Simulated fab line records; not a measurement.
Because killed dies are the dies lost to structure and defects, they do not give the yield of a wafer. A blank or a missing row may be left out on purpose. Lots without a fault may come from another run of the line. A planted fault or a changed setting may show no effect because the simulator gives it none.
Chamber matching ; flow n5-finfet ; 4 sister chambers for N5_BEOL_M3_ALD_84 on ald-metal-03
The step deposits TaN, pulse time 2 s, purge time 3 s, co reactant purge time 2 s. 14 wafers are shown with their chamber, then 7 later ones without.

WAFERS WITH THEIR CHAMBER
wafer;chamber;heater-power-w (W);heater-power-outer-w (W)
L074.2;1;402;219
L074.3;3;379;201
L074.5;1;404;221
L079.4;0;477;238
L079.5;1;396;218
L079.6;0;492;238
L081.1;1;403;225
L081.2;2;371;202
L081.6;1;413;222
L083.4;1;404;213
L083.5;2;383;210
L083.6;1;412;225
L089.2;1;399;218
L089.4;2;383;201

SIGNATURES, as means of the wafers listed above
reading;chamber 0;chamber 1;chamber 2;chamber 3;scatter within a chamber
heater-power-w;484.50;404.12;379.00;379.00;6.69
heater-power-outer-w;238.00;220.12;204.33;201.00;4.02
Rule: for each reading, subtract the chamber's mean from the wafer's reading, divide by that reading's scatter and square the result; add these up over the readings and take the root, which gives the wafer's distance from the chamber. If the next closest chamber is less than 2 further off than the closest, the wafer can't be placed; otherwise it belongs to the closest. The scatter is the square root of a quotient: the sum, over the shown wafers, of each reading's squared deviation from its chamber's mean, divided by wafers minus chambers.

WAFERS WITH NO CHAMBER GIVEN
wafer;heater-power-w (W);heater-power-outer-w (W)
L089.5;378;204
L095.2;409;220
L095.3;482;247
L095.4;401;219
L096.2;476;240
L096.3;411;224
L096.6;384;204

EACH ONE'S CHAMBER
wafer;from the rows above;in truth
L089.5;can't be placed: 2 or 3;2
L095.2;1;1
L095.3;0;0
L095.4;1;1
L096.2;0;0
L096.3;1;1
L096.6;can't be placed: 2 or 3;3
Placed correctly: 5 of 7. Can't be placed from these rows: 2 (the true chamber is among the candidates in 2). 0 placed wrongly.
